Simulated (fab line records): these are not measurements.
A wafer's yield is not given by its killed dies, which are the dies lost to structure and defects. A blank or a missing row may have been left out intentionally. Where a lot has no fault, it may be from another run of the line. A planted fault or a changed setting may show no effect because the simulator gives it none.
fab line records	flow nand_harc
record lots=12	wafers=36	last_day=24
route steps=1159 shown A_SGD_CUT@763 A_SLIT@787
lots with no fault: from the same line, run without faults
start_h: start of the lot's first displayed wafer, in hours after the record's first day	wait_h: hours since the lot's step before	" repeats the value in the row above	L1.1+2: several wafers, shown together as one row	- no value, or no start given	* or withheld: withheld	< > ~ a bound
route shown NAME@n: names a module that has steps shown in the file, with the first one's number in the route	usual: average and standard deviation across the fault-free wafers	same: alike in all rows	chamber/n: place in a boat	sites: the reading at each site	_std_site: their standard deviation	_edge_site: the outer-site mean with the inner-site mean subtracted	radius_mm: for every site, how far away it sits from the centre of the wafer	mask NAME#n: copy n	behind: tool/chamber where the wafer was last shaped	hold: what put the lot on hold/how long, in hours/how the hold closed	device: the n, p or np transistor that did not switch	end of line: the same wafers' tests at the end of the route	a step given without rows: its recipe and nothing more	killed: at the first sort, the dies lost to defects and structure; wafer yield is something else	map: dies across one wafer; x = killed, . = not, _ = none there
set.NAME: the setting as run; set.NAME@STEP: as run at that earlier step	model.NAME: the simulator's own value behind a step, which no gauge read
a sample of lots followed through the steps of the route, with each step as a table and each wafer as a row
services: the hour from which a tool's chamber was out of use, counted from the record's first day as start_h (under 0 if before that day), plus the number of hours and why
## steps
# step NHARC_A_SGD_CUT_ETCH_59
# recipe target_depth_a=2600	over_etch_frac=0.25	time_s=406.25	ion_energy_ev=200	n2_flow_sccm=150	h2_flow_sccm=150	ar_flow_sccm=0	rf_w=400	bias_w=150	chemistry=N2/H2
# usual drypump_motor_current_A=5.8/0.39	oes_product_au=0.995/0.012	rf_vpp_V=430.8/2.8	showerhead_plenum_p_Torr=2.05/0.099	throttle_valve_pct=14.171/0.0098
# same time_s=406.25
lot.wafer	tool	chamber	start_h	wait_h	drypump_motor_current_A	oes_product_au	rf_hours_counter_h	rf_vpp_V	showerhead_plenum_p_Torr	throttle_valve_pct
L656.2	rie_diel-08	2	-	-	5.1	1.001	0	430.8	2.04	14.188
L656.5	"	3	"	"	5.2	1.001	-	429.6	2.02	14.176
L656.6	"	1	"	"	5.4	1.005	-	429.3	1.96	14.152
L655.1	rie_diel-08	3	-	-	5.2	1.015	2	430.7	2.02	14.165
L655.4	"	2	"	"	5.1	1.005	-	430.6	2.04	14.157
L655.6	"	3	"	"	5.2	1.002	-	430.1	2.02	14.184
L661.2	rie_diel-04	3	-	-	5.6	1.022	6	432.9	2.13	14.164
L661.3	"	0	"	"	5.9	0.986	5	435.5	2.18	14.174
L661.4	"	1	"	"	5.7	0.988	5	428.1	1.97	14.152
L660.1	rie_diel-08	2	-	-	5.1	1.012	3	431.4	2.04	14.179
L660.3	"	3	"	"	5.2	1.000	3	428.8	2.02	14.174
L660.5	"	1	"	"	5.4	1.000	-	426.6	1.96	14.164
L662.2	rie_diel-02	2	-	-	5.9	0.993	2	425.8	1.92	14.165
L662.3	"	1	"	"	6.5	0.996	2	428.4	1.89	14.174
L662.5	"	2	"	"	5.9	0.992	-	427.8	1.92	14.189
L663.1	rie_diel-04	0	-	-	5.9	0.980	7	433.3	2.18	14.188
L663.6	"	2	"	"	6.0	0.981	-	433.1	2.14	14.167
L663.5	"	3	"	"	5.6	1.013	-	430.8	2.13	14.157
L664.2	rie_diel-04	2	-	-	6.0	0.987	10	433.0	2.14	14.177
L664.3	"	1	"	"	5.7	0.990	9	429.7	1.97	14.174
L664.5	"	2	"	"	6.0	0.990	-	433.0	2.14	14.173
L666.3	rie_diel-02	2	-	-	5.9	1.006	3	427.6	1.92	14.186
L666.5	"	3	"	"	6.0	0.974	-	434.0	2.14	14.160
L666.6	"	0	"	"	5.3	0.988	-	433.3	2.11	14.182
L671.1	rie_diel-02	2	-	-	5.9	1.005	7	427.5	1.92	14.171
L671.4	"	0	"	"	5.3	0.982	6	432.9	2.11	14.169
L671.3	"	1	"	"	6.5	0.985	7	427.4	1.89	14.153
L675.2	rie_diel-08	1	-	-	5.3	1.000	10	428.1	1.95	14.187
L675.3	"	2	"	"	5.1	1.014	9	431.1	2.04	14.172
L675.5	"	1	"	"	5.4	0.992	-	427.6	1.95	14.166
L676.1	rie_diel-04	2	-	-	6.0	0.994	16	432.6	2.14	14.154
L676.3	"	0	"	"	5.9	0.984	15	434.4	2.18	14.168
L676.4	"	2	"	"	6.0	1.008	-	432.9	2.14	14.162
L677.2	rie_diel-02	3	-	-	6.0	0.982	11	432.2	2.13	14.182
L677.3	"	0	"	"	5.3	0.982	9	432.6	2.11	14.171
L677.6	"	2	"	"	5.9	1.013	-	428.0	1.92	14.174
# step NHARC_A_SLIT_EXPOSE_06
# recipe na=1.35	dose_mj=60.82	mask_id=SLIT
# usual exposure_dose_mJ_cm2=60.82/0.059
lot.wafer	tool	chamber	start_h	wait_h	mask	exposure_dose_mJ_cm2
L656.2	arfi_scanner-01	0	325.25	-	SLIT#0	60.76
L656.5	"	0	"	"	SLIT#0	60.87
L656.6	"	0	"	"	SLIT#0	60.93
L655.1	arfi_scanner-01	0	335.12	-	SLIT#0	60.80
L655.4	"	0	"	"	SLIT#0	60.80
L655.6	"	0	"	"	SLIT#0	60.95
L661.2	arfi_scanner-03	0	344.33	-	SLIT#0	60.87
L661.3	"	0	"	"	SLIT#0	60.81
L661.4	"	0	"	"	SLIT#0	60.77
L660.1	arfi_scanner-01	0	344.92	-	SLIT#0	60.79
L660.3	"	0	"	"	SLIT#0	60.77
L660.5	"	0	"	"	SLIT#0	60.90
L662.2	arfi_scanner-02	0	362.42	-	SLIT#0	60.79
L662.3	"	0	"	"	SLIT#0	60.79
L662.5	"	0	"	"	SLIT#0	60.90
L663.1	arfi_scanner-03	0	376.49	-	SLIT#0	60.85
L663.5	"	0	"	"	SLIT#0	60.91
L663.6	"	0	"	"	SLIT#0	60.82
L666.3	arfi_scanner-03	0	394.40	-	SLIT#0	42.04
L666.5	"	0	"	"	SLIT#0	41.99
L666.6	"	0	"	"	SLIT#0	42.09
L664.2	arfi_scanner-02	0	395.29	-	SLIT#0	60.86
L664.3	"	0	"	"	SLIT#0	60.82
L664.5	"	0	"	"	SLIT#0	60.83
L671.1	arfi_scanner-03	0	416.50	-	SLIT#0	45.91
L671.3	"	0	"	"	SLIT#0	45.71
L671.4	"	0	"	"	SLIT#0	45.82
L675.2	arfi_scanner-01	0	438.79	-	SLIT#0	60.85
L675.3	"	0	"	"	SLIT#0	60.88
L675.5	"	0	"	"	SLIT#0	60.84
L676.1	arfi_scanner-02	0	438.95	-	SLIT#0	60.92
L676.3	"	0	"	"	SLIT#0	60.82
L676.4	"	0	"	"	SLIT#0	60.94
L677.2	arfi_scanner-02	0	450.41	-	SLIT#0	60.82
L677.3	"	0	"	"	SLIT#0	60.86
L677.6	"	0	"	"	SLIT#0	60.74
# step NHARC_A_SLIT_CD_MEAS_09
# recipe target_cd_nm=300	landing_energy_ev=500
# usual cd_nm=299.9/0.59
lot.wafer	tool	chamber	start_h	wait_h	cd_nm
L656.2	cd_sem-03	0	325.39	-	299.0
L656.5	"	0	"	"	299.4
L656.6	"	0	"	"	299.9
L655.1	cd_sem-02	0	335.26	-	299.5
L655.4	"	0	"	"	300.6
L655.6	"	0	"	"	300.5
L661.2	cd_sem-01	0	344.47	-	299.9
L661.3	"	0	"	"	300.1
L661.4	"	0	"	"	299.1
L660.1	cd_sem-02	0	345.06	-	299.4
L660.3	"	0	"	"	299.0
L660.5	"	0	"	"	299.0
L662.2	cd_sem-01	0	362.56	-	298.6
L662.3	"	0	"	"	300.8
L662.5	"	0	"	"	300.3
L663.1	cd_sem-01	0	376.63	-	299.4
L663.5	"	0	"	"	300.1
L663.6	"	0	"	"	301.0
L666.3	cd_sem-01	0	394.54	-	286.1
L666.5	"	0	"	"	285.1
L666.6	"	0	"	"	284.1
L664.2	cd_sem-02	0	395.43	-	299.3
L664.3	"	0	"	"	299.8
L664.5	"	0	"	"	300.9
L671.1	cd_sem-03	0	416.64	-	287.0
L671.3	"	0	"	"	287.3
L671.4	"	0	"	"	287.5
L675.2	cd_sem-03	0	438.93	-	299.3
L675.3	"	0	"	"	301.1
L675.5	"	0	"	"	300.6
L676.1	cd_sem-01	0	439.09	-	300.0
L676.3	"	0	"	"	300.7
L676.4	"	0	"	"	299.7
L677.2	cd_sem-02	0	450.55	-	299.1
L677.3	"	0	"	"	300.0
L677.6	"	0	"	"	299.6
# step NHARC_A_SLIT_OVL_MEAS_10
# usual overlay_x_nm=0.1/0.74	overlay_y_nm=-0.1/0.72
lot.wafer	tool	chamber	start_h	wait_h	overlay_x_nm	overlay_y_nm
L656.2	overlay-02	-	325.48	-	-0.3	-0.2
L656.5	"	-	"	"	-0.6	-0.1
L656.6	"	-	"	"	-0.4	-1.1
L655.1	overlay-02	-	335.34	-	-0.8	0.7
L655.4	"	-	"	"	-0.1	0.5
L655.6	"	-	"	"	-0.2	0.7
L661.2	overlay-01	-	344.56	-	-0.9	0.2
L661.3	"	-	"	"	-1.2	0.3
L661.4	"	-	"	"	-0.7	1.3
L660.1	overlay-02	-	345.16	-	1.0	-0.6
L660.3	"	-	"	"	0.8	-0.5
L660.5	"	-	"	"	1.0	-0.6
L662.2	overlay-02	-	362.64	-	-0.1	-0.4
L662.3	"	-	"	"	0.3	-0.2
L662.5	"	-	"	"	0.9	-0.3
L663.1	overlay-01	-	376.72	-	-0.7	1.6
L663.5	"	-	"	"	-0.5	1.7
L663.6	"	-	"	"	-1.0	1.8
L666.3	overlay-01	-	394.62	-	1.8	0.6
L666.5	"	-	"	"	1.7	0.5
L666.6	"	-	"	"	1.5	-0.1
L664.2	overlay-01	-	395.51	-	0.6	0.0
L664.3	"	-	"	"	-0.5	-0.2
L664.5	"	-	"	"	0.4	0.2
L671.1	overlay-02	-	416.73	-	0.3	0.2
L671.3	"	-	"	"	0.9	0.1
L671.4	"	-	"	"	0.8	-0.9
L675.2	overlay-02	-	439.02	-	0.4	0.2
L675.3	"	-	"	"	0.3	0.5
L675.5	"	-	"	"	0.5	0.3
L676.1	overlay-01	-	439.18	-	0.4	0.2
L676.3	"	-	"	"	-0.3	0.7
L676.4	"	-	"	"	0.0	0.3
L677.2	overlay-01	-	450.64	-	-0.2	-0.8
L677.3	"	-	"	"	0.0	-0.5
L677.6	"	-	"	"	0.5	0.1
# step NHARC_A_SLIT_ETCH_26
# recipe bias_v=400	source_w=2000	pressure_mtorr=25	time_s=90	ar_flow_sccm=375	c4f8_flow_sccm=41.7	o2_flow_sccm=83.3	target_depth_a=4000	chemistry=C4F8/O2/Ar
# usual drypump_motor_current_A=6.08/0.27	showerhead_plenum_p_Torr=3.71/0.085	throttle_valve_pct=27.620/0.0083
# same time_s=90
lot.wafer	tool	chamber	start_h	wait_h	drypump_motor_current_A	rf_hours_counter_h	showerhead_plenum_p_Torr	throttle_valve_pct
L656.2	har_etch-01	1	330.41	1.2	6.49	5	3.74	27.611
L656.6	"	1	"	"	6.50	-	3.75	27.612
L656.5	"	0	"	"	6.02	-	3.83	27.615
L655.1	har_etch-02	1	337.71	1.0	5.93	181	3.60	27.637
L655.4	"	1	"	"	5.93	-	3.60	27.638
L655.6	"	0	"	"	5.78	-	3.68	27.622
L661.2	har_etch-02	0	346.93	1.0	5.78	184	3.68	27.622
L661.3	"	1	"	"	5.90	-	3.59	27.622
L661.4	"	0	"	"	5.78	-	3.68	27.614
L660.1	har_etch-01	0	347.56	1.0	6.01	14	3.83	27.623
L660.3	"	0	"	"	6.04	-	3.83	27.635
L660.5	"	0	"	"	6.02	-	3.83	27.609
L662.2	har_etch-01	1	365.04	1.0	6.47	19	3.74	27.613
L662.3	"	1	"	"	6.47	-	3.74	27.623
L662.5	"	0	"	"	5.99	-	3.82	27.626
L663.1	har_etch-01	1	379.09	1.2	6.47	25	3.73	27.624
L663.5	"	1	"	"	6.45	-	3.73	27.621
L663.6	"	0	"	"	6.03	-	3.82	27.618
L666.3	har_etch-01	0	399.80	0.6	6.03	-	3.82	27.625
L666.5	"	1	"	"	6.46	-	3.73	27.611
L666.6	"	0	"	"	6.01	-	3.81	27.626
L664.2	har_etch-01	1	401.37	1.2	6.47	35	3.73	27.621
L664.3	"	0	"	"	6.03	-	3.81	27.610
L664.5	"	1	"	"	6.49	-	3.73	27.634
L671.1	har_etch-01	1	419.09	1.2	6.47	47	3.72	27.628
L671.3	"	1	"	"	6.48	-	3.72	27.634
L671.4	"	0	"	"	6.03	-	3.81	27.609
L675.2	har_etch-01	0	441.54	1.2	6.02	52	3.80	27.617
L675.3	"	0	"	"	6.05	-	3.80	27.621
L675.5	"	1	"	"	6.48	-	3.72	27.615
L676.1	har_etch-02	1	441.54	1.2	5.90	222	3.57	27.621
L676.4	"	1	"	"	5.92	-	3.57	27.621
L676.3	"	0	"	"	5.76	-	3.66	27.634
L677.2	har_etch-02	0	455.06	1.2	5.79	228	3.65	27.628
L677.3	"	1	"	"	5.93	-	3.57	27.632
L677.6	"	0	"	"	5.80	-	3.65	27.630
## services
tool	chamber	start_h	hours	kind
arfi_scanner-02	-	291.58	0.4	repair
arfi_scanner-03	-	295.35	0.6	repair
rie_diel-08	2	299.10	5.9	repair
arfi_scanner-01	-	300.54	5.3	repair
rie_diel-08	-	302.21	9.0	pm
har_etch-01	-	305.74	17.0	pm
har_etch-01	0	305.74	17.0	vent_cycle
har_etch-01	1	305.74	17.0	vent_cycle
arfi_scanner-03	-	312.00	4.0	pm
arfi_scanner-02	-	323.15	4.1	repair
rie_diel-02	-	327.75	9.0	pm
rie_diel-08	-	344.57	1.2	repair
rie_diel-08	2	363.32	9.3	repair
arfi_scanner-01	-	368.00	4.0	pm
rie_diel-04	0	388.92	2.6	repair
arfi_scanner-03	-	401.68	13.8	repair
rie_diel-08	2	402.20	1.2	repair
rie_diel-08	0	425.46	6.6	repair
rie_diel-04	3	425.97	5.8	repair
rie_diel-02	0	427.68	8.7	repair
arfi_scanner-02	-	428.00	4.0	pm
rie_diel-08	3	430.41	19.8	repair
arfi_scanner-03	-	437.75	11.6	repair
rie_diel-08	-	441.94	10.0	repair
## key
first_sign step=NHARC_A_SLIT_EXPOSE_06	reading=exposure_dose_mJ_cm2	direction=down	sigmas=99+	usual=60.82	struck=43.93
effect step=NHARC_A_SLIT_CD_MEAS_09	reading=cd_nm	direction=down	sigmas=23	usual=299.9	struck=286.2	through=control_loop
met_at NHARC_A_SLIT_EXPOSE_06
struck_lots L666,L671
tester_left_out L666,L671
loop_trim step=NHARC_A_SLIT_EXPOSE_06	setting=dose	lots=L671
not_acting_at NHARC_A_SGD_CUT_ETCH_59,NHARC_A_SLIT_OVL_MEAS_10,NHARC_A_SLIT_ETCH_26
onset_between 376.49 394.40
fault kind=process_parameter_drift	tool=arfi_scanner-03	chamber=-	onset_h=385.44	steps=NHARC_A_SLIT_EXPOSE_06	channel=dose_mj	offset=-18.748	shape=step	acts_in=these_recipes_only	stated=60.82
# tester_left_out: of these lots the tester's yield and bins aren't shown, on N5 and GAA mostly nor the transistor test; their killed dies are dies lost to structure and defects alone, not to doping, threshold or leakage, so they don't give the yield
# loop_trim: a control loop set the setting to another value than it would have without faults
